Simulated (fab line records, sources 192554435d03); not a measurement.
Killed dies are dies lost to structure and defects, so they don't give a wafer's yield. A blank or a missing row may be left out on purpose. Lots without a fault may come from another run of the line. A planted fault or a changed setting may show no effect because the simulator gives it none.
Chamber matching | flow n5_finfet | N5_BEOL_M7_DESCUM_33 on rie_diel-02: 4 sister chambers
The step chemistry O2, time 7 s. 4 wafers are shown with their chamber, then 9 later ones without.

WAFERS WITH THEIR CHAMBER
wafer  | chamber | drypump_motor_current_A (A)
L077.2 | 2       | 5.9
L077.5 | 0       | 5.0
L088.4 | 1       | 6.0
L088.5 | 3       | 5.5

WAFERS WITHOUT THEIR CHAMBER
wafer  | drypump_motor_current_A (A)
L091.2 | 5.5
L091.3 | 6.0
L091.5 | 5.9
L090.4 | 6.0
L090.5 | 6.0
L090.6 | 5.0
L096.2 | 5.5
L096.4 | 5.1
L096.6 | 5.0

WHICH CHAMBER EACH WENT THROUGH
wafer  | from the rows above | in truth
L091.2 | 3                   | 3
L091.3 | 1                   | 1
L091.5 | 2                   | 2
L090.4 | 1                   | 1
L090.5 | 1                   | 1
L090.6 | 0                   | 0
L096.2 | 3                   | 3
L096.4 | 0                   | 0
L096.6 | 0                   | 0
Placed correctly: 9 of 9. Can't be placed from these rows: 0. Placed wrongly: 0.
How it was worked out, from the rows above alone: a wafer's distance from a chamber is the root of the sum, over the readings, of the square of ((its reading less the chamber's mean) divided by the reading's scatter). The wafer belongs to the nearest chamber; if the next one is less than 2 further off, it can't be placed. A chamber's mean is the mean of its shown wafers. The scatter: with one shown wafer a chamber, the root of the mean of the squares of how far each hidden wafer lies from its nearest shown one.
